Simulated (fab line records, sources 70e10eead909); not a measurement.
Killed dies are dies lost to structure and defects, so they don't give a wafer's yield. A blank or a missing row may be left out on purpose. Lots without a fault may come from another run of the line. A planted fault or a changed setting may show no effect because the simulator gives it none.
Chamber matching | flow nand_harc | NHARC_P_M1_DESCUM_14 on rie_diel-04: 4 sister chambers
The step chemistry O2, time 3 s. 18 wafers are shown with their chamber, then 9 later ones without.

WAFERS WITH THEIR CHAMBER
wafer  | chamber | drypump_motor_current_A (A) | oes_product_au (a.u.) | rf_vpp_V (V)
L075.3 | 2       | 5.8                         | 1.004                 | 56.8
L075.4 | 1       | 6.5                         | 1.012                 | 57.4
L075.5 | 3       | 5.1                         | 1.011                 | 57.6
L077.1 | 0       | 6.0                         | 0.998                 | 56.8
L077.2 | 1       | 6.5                         | 1.024                 | 57.3
L077.5 | 1       | 6.5                         | 1.012                 | 58.0
L080.2 | 1       | 6.5                         | 1.014                 | 56.6
L080.3 | 2       | 5.8                         | 0.995                 | 56.1
L080.5 | 2       | 5.8                         | 0.990                 | 58.5
L082.3 | 0       | 6.0                         | 1.003                 | 57.3
L082.5 | 1       | 6.4                         | 1.024                 | 58.0
L082.6 | 2       | 5.8                         | 1.010                 | 57.7
L083.2 | 2       | 5.8                         | 0.994                 | 56.5
L083.3 | 1       | 6.5                         | 1.030                 | 56.3
L083.4 | 0       | 6.0                         | 1.009                 | 57.1
L087.2 | 3       | 5.1                         | 0.994                 | 58.1
L087.4 | 2       | 5.8                         | 0.991                 | 57.4
L087.6 | 3       | 5.1                         | 0.997                 | 57.6

SIGNATURES (means of the wafers above)
reading                 | chamber 0 | chamber 1 | chamber 2 | chamber 3 | scatter within a chamber
drypump_motor_current_A | 6.000     | 6.483     | 5.800     | 5.100     | 0.0244
oes_product_au          | 1.00333   | 1.01933   | 0.99733   | 1.00067   | 0.00772
rf_vpp_V                | 57.067    | 57.267    | 57.167    | 57.767    | 0.687
Rule: a wafer's distance from a chamber is the root of the sum, over the readings, of the square of ((its reading less the chamber's mean) divided by the reading's scatter). The wafer belongs to the nearest chamber; if the next one is less than 2 further off, it can't be placed. The scatter: the root of (the sum of the squares of (reading less its chamber's mean) over the shown wafers, divided by (wafers less chambers)).

WAFERS WITHOUT THEIR CHAMBER
wafer  | drypump_motor_current_A (A) | oes_product_au (a.u.) | rf_vpp_V (V)
L093.1 | 6.0                         | 1.005                 | 57.1
L093.2 | 6.5                         | 1.015                 | 56.7
L093.5 | 6.0                         | 0.997                 | 57.7
L094.1 | 5.8                         | 1.002                 | 56.4
L094.2 | 6.0                         | 1.010                 | 58.7
L094.3 | 6.5                         | 1.016                 | 57.0
L095.2 | 6.5                         | 1.021                 | 58.5
L095.3 | 6.0                         | 1.007                 | 58.4
L095.6 | 6.0                         | 0.993                 | 56.5

WHICH CHAMBER EACH WENT THROUGH
wafer  | from the rows above | in truth
L093.1 | 0                   | 0
L093.2 | 1                   | 1
L093.5 | 0                   | 0
L094.1 | 2                   | 2
L094.2 | 0                   | 0
L094.3 | 1                   | 1
L095.2 | 1                   | 1
L095.3 | 0                   | 0
L095.6 | 0                   | 0
Placed correctly: 9 of 9. Can't be placed from these rows: 0. Placed wrongly: 0.
